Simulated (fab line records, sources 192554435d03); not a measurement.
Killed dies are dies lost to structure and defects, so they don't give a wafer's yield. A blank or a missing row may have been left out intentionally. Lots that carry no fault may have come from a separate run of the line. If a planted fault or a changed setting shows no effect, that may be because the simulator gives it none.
Comparing a struck lot with a sound one -- flow n5Finfet -- 36 out of 1938 route steps
Sound: the wafers L826.3, L826.5, L826.6. The struck wafers were L831.2, L831.4, L831.6. The cause comes at the end.
Order at every step that has rows: each side's tool, ch and its chambers, its first start. Under that, the readings that differ: sound wafers -- struck wafers -- difference of the means -- sigmas: that difference in standard deviations of wafers without a fault.
alike: a reading whose means differ by less than 2 such deviations, as well as words and numbers matching on both sides. not compared: withheld readings; readings where some wafer has no value; bounds like >300 that might hide an equal value; numbers whose values overlap and for which the record gives no deviation.
The two part at a step that has a row with sigmas, a row that says differs or no value, or rows on one side only. When numbers do not overlap yet have no deviation, they are printed without sigmas and do not part them. A reading missing from all wafers of one side parts the sides only when that side holds two or more wafers.

first, 12 steps without rows for these wafers: N5_BEOL_M4_SPUTTER_79 (material Cu, target thk 4.5 nm, time 8.29 s); N5_BEOL_M4_ANNEAL_80 (time 240 s); N5_BEOL_M4_SPUTTER_81 (material Cu, target thk 4.5 nm, time 8.29 s); N5_BEOL_M4_ANNEAL_82 (time 240 s); N5_BEOL_M4_SPUTTER_86 (material Cu, target thk 4.5 nm, time 8.29 s); N5_BEOL_M4_ANNEAL_87 (time 240 s); N5_BEOL_M4_SPUTTER_88 (material Cu, target thk 4.5 nm, time 8.29 s); N5_BEOL_M4_ANNEAL_89 (time 240 s); N5_BEOL_M4_SPUTTER_90 (material Cu, target thk 4.5 nm, time 8.29 s); N5_BEOL_M4_ANNEAL_91 (time 240 s); N5_BEOL_M4_SPUTTER_92 (material Cu, target thk 4.5 nm, time 8.29 s); N5_BEOL_M4_ANNEAL_93 (time 240 s).
N5_BEOL_M4_SPUTTER_94: material Cu, target thk 4.5 nm, time 8.29 s.
  sound on pvdSputter-03 at day 11 19:58; struck on pvdSputter-03 at day 13 04:16
  alike: chamberPressurePa, chuckGasFlowSccm, throttleValvePct
then, 22 steps without rows for these wafers: N5_BEOL_M4_ANNEAL_95 (time 240 s); N5_BEOL_M4_SPUTTER_96 (material Cu, target thk 4.5 nm, time 8.29 s); N5_BEOL_M4_ECD_50 (material Cu, target thk 300 nm); N5_BEOL_M4_ANNEAL_51 (time 90 s); N5_BEOL_M4_CMP_52 (polishes, stops on SiOC, t overpolish 6.8 s, target thk 40 nm); N5_BEOL_M4_PRE_CLEAN_60 (time 15 s); N5_BEOL_M4_CO_CAP_55 (material Co, precursor CCTBA/H2, target thk 2 nm, time 102.1 s); N5_BEOL_M4_PRE_CLEAN_56 (time 15 s); N5_BEOL_M4_DEP_57 (deposits SiCN from 3MS/NH3, target thk 8 nm, time 14 s); N5_BEOL_M5_ILD_DEP_00 (deposits SiCOH lowk from DEMS/porogen, target thk 140.64 nm, time 25.9 s); N5_BEOL_M5_CURE_79 (cures SiCOH lowk, time 240 s); N5_BEOL_M5_PECVD_70 (deposits SiO2 from TEOS/O2, target thk 16 nm, time 18 s); N5_BEOL_M5_HM_DEP_02 (deposits TiN, target thk 20 nm); N5_BEOL_M5_COAT_59 (time 60 s, resist thk 60 nm); N5_BEOL_M5_COAT_60 (time 60 s, resist thk 12 nm); N5_BEOL_M5_COAT_71 (time 60 s, resist thk 5 nm); N5_BEOL_M5_COAT_05 (resist thk 30 nm); N5_BEOL_M5_EBR_07; N5_BEOL_M5_SOFTBAKE_06 (time 60 s); N5_BEOL_M5_EXPOSE_08 (exposes mask M5, target cd 28 nm); N5_BEOL_M5_PEB_09 (peb time 60 s); N5_BEOL_M5_DEVELOP_10 (develop time 30 s).
-- the record jumps here: 5 days lie between the struck wafers' starts before and after (it left off in module BEOL_M5 and takes up again in module PASSIVATION, whose first step shown is number 1936 of the route) --
N5_PASSIVATION_PROBE_49:
  sound on prober-01 at day 16 09:14; struck on prober-01 at day 18 02:46
reading,sound,struck,difference,sigmas
defectLimitedYield (%),91.4 92.0 93.1,81.6 83.0 82.6,-9.8,-7
killed_at_M4_up,11 11 10,140 124 139,+124,+22
killedDies,101 94 81,217 201 205,+116,+6
sort_bin_5_function (%),5.4 5.2 3.9,12.7 11.3 11.9,+7.1,+7
sortNPass,1079 1086 1098,963 979 975,-115,-6
sortYieldPct (%),91.4 92.0 93.1,81.6 83.0 82.6,-9.8,-7
  alike: killed_at_M0_to_M3, killedAtContacts, killedAtFrontEnd, killedAtOther, killedOnRim, killedOpen, killedShort, sort_bin_6_memory, sort_bin_8_speed

== WHERE THEY PART ==
Only at N5_PASSIVATION_PROBE_49, within this record.

WHY: what the simulator had put in
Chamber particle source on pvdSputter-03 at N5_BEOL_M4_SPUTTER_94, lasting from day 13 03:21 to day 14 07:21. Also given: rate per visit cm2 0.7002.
